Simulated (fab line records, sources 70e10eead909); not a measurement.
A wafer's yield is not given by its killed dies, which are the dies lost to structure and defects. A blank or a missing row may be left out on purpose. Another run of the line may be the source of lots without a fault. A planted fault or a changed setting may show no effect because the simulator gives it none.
Matching of chambers :: flow nand-harc :: NHARC_P_GATE_ALD_36 on ald-sin-04 has 4 sister chambers
The step deposits SiNx, target thk 20 nm, pulse time 60 s, ald cycles 223. 8 wafers are shown with their chamber, then 8 later ones without.

== WAFERS PAIRED WITH THEIR CHAMBERS ==
wafer: L079.3
chamber: 1
heater-power-w (W): 878
precursor-pulse-height-rel: 0.981

wafer: L081.2
chamber: 0
heater-power-w (W): 856
precursor-pulse-height-rel: 1.022

wafer: L081.4
chamber: 3
heater-power-w (W): 888
precursor-pulse-height-rel: 1.023

wafer: L081.5
chamber: 0
heater-power-w (W): 864
precursor-pulse-height-rel: 1.011

wafer: L084.3
chamber: 2
heater-power-w (W): 774
precursor-pulse-height-rel: 0.998

wafer: L084.6
chamber: 1
heater-power-w (W): 862
precursor-pulse-height-rel: 0.972

wafer: L084.5
chamber: 2
heater-power-w (W): 773
precursor-pulse-height-rel: 1.008

wafer: L087.1
chamber: 3
heater-power-w (W): 902
precursor-pulse-height-rel: 0.969

== WAFERS MISSING THEIR CHAMBER ==
wafer: L087.3
heater-power-w (W): 857
precursor-pulse-height-rel: 0.998

wafer: L087.6
heater-power-w (W): 878
precursor-pulse-height-rel: 0.981

wafer: L092.3
heater-power-w (W): 763
precursor-pulse-height-rel: 1.038

wafer: L092.5
heater-power-w (W): 885
precursor-pulse-height-rel: 0.980

wafer: L092.6
heater-power-w (W): 748
precursor-pulse-height-rel: 1.018

wafer: L095.3
heater-power-w (W): 833
precursor-pulse-height-rel: 1.006

wafer: L095.2
heater-power-w (W): 832
precursor-pulse-height-rel: 0.991

wafer: L095.5
heater-power-w (W): 836
precursor-pulse-height-rel: 1.016

== THE CHAMBER EACH PASSED THROUGH ==
wafer: L087.3
from the rows above: can't be placed: 0 or 1
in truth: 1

wafer: L087.6
from the rows above: can't be placed: 1 or 3 or 0
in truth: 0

wafer: L092.3
from the rows above: 2
in truth: 2

wafer: L092.5
from the rows above: can't be placed: 3 or 1
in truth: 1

wafer: L092.6
from the rows above: 2
in truth: 2

wafer: L095.3
from the rows above: can't be placed: 0 or 1
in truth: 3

wafer: L095.2
from the rows above: can't be placed: 0 or 1
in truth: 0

wafer: L095.5
from the rows above: can't be placed: 0 or 1
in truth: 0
Correct placement for 2 of the 8. Unplaceable from these rows: 6, with the true chamber sitting among the candidates in 5. Wrongly placed: 0.
How it was worked out, from the rows above alone: a wafer's distance from a chamber is the root of the sum, over the readings, of the square of ((its reading less the chamber's mean) divided by the reading's scatter). If the next closest chamber is less than 2 further off than the closest, the wafer can't be placed; otherwise it belongs to the closest. The mean given for a chamber averages the wafers shown for that chamber. The scatter: the root of (the sum of the squares of (reading less its chamber's mean) over the shown wafers, divided by (wafers less chambers)).
